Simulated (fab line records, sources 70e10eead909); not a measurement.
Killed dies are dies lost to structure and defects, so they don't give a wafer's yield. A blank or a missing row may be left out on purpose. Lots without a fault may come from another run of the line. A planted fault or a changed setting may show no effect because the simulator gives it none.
Which tool did it? | flow nand_harc | 12 lots, 36 wafers sampled, at 2 steps of a route of 1159

WHAT THE GAUGES READ, wafer by wafer
NHARC_A_SGD_CUT_CD_MEAS_09: target cd 100 nm.
lot  | measured     | on        | cd_nm (nm)
L075 | day 14 21:38 | cd_sem-01 | 100.3 101.1 100.9
L077 | day 14 23:04 | cd_sem-01 | 99.4 99.9 100.2
L081 | day 15 03:38 | cd_sem-01 | 99.6 99.3 98.6
L082 | day 15 17:32 | cd_sem-01 | 100.2 100.5 101.2
L083 | day 16 03:31 | cd_sem-03 | 99.0 98.7 100.2
L086 | day 16 16:52 | cd_sem-03 | 100.3 98.9 100.1
L085 | day 17 07:25 | cd_sem-03 | 99.6 99.6 99.3
L091 | day 17 20:53 | cd_sem-02 | 99.6 99.6 99.5
L090 | day 17 21:57 | cd_sem-01 | 99.1 99.7 99.3
L092 | day 17 22:59 | cd_sem-01 | 99.4 98.9 99.0
L096 | day 18 21:13 | cd_sem-02 | 100.0 100.6 100.0
L097 | day 19 23:01 | cd_sem-02 | 99.8 99.9 100.3

WHICH TOOL RAN EACH LOT (tool, then ch and the chambers of the sampled wafers, then the start)
lot  | NHARC_A_STAIRCASE_DEP_471
L075 | pecvd-01 ch 0,1, day 14 20:23
L077 | pecvd-04 ch 0,1,2, day 14 21:44
L081 | pecvd-04 ch 0,1,2, day 15 02:15
L082 | pecvd-01 ch 0,2, day 15 16:03
L083 | pecvd-01 ch 0,1,2, day 16 02:07
L086 | pecvd-04 ch 0,2, day 16 15:25
L085 | pecvd-03 ch 0,1, day 17 06:01
L091 | pecvd-04 ch 1,2, day 17 19:37
L090 | pecvd-01 ch 0,1,2, day 17 20:32
L092 | pecvd-04 ch 0,1, day 17 21:37
L096 | pecvd-04 ch 0,1,2, day 18 19:58
L097 | pecvd-01 ch 0,1,2, day 19 21:28
- NHARC_A_STAIRCASE_DEP_471: deposits SiO2, target thk 100 nm.

THE ANSWER, worked out from the rows above alone
Rule: what is usual is taken from the lots themselves. Put in order of their means at a reading, lots are off if they are a third of the lots or fewer, leave a main group of 4 or more, and stand apart from it by a gap of 3 or more times the standard deviation of the main group's means; of several such gaps the widest counts. A main group whose means are all the same, to the digits that the tables above print for the reading, isn't used. A lot without any number at a reading at which 4 lots or more have one is off too. The other lots that the step has rows for count as sound.
No lot is off at any reading shown: from this, nothing can be told.

WHAT THE SIMULATOR HAD PUT IN
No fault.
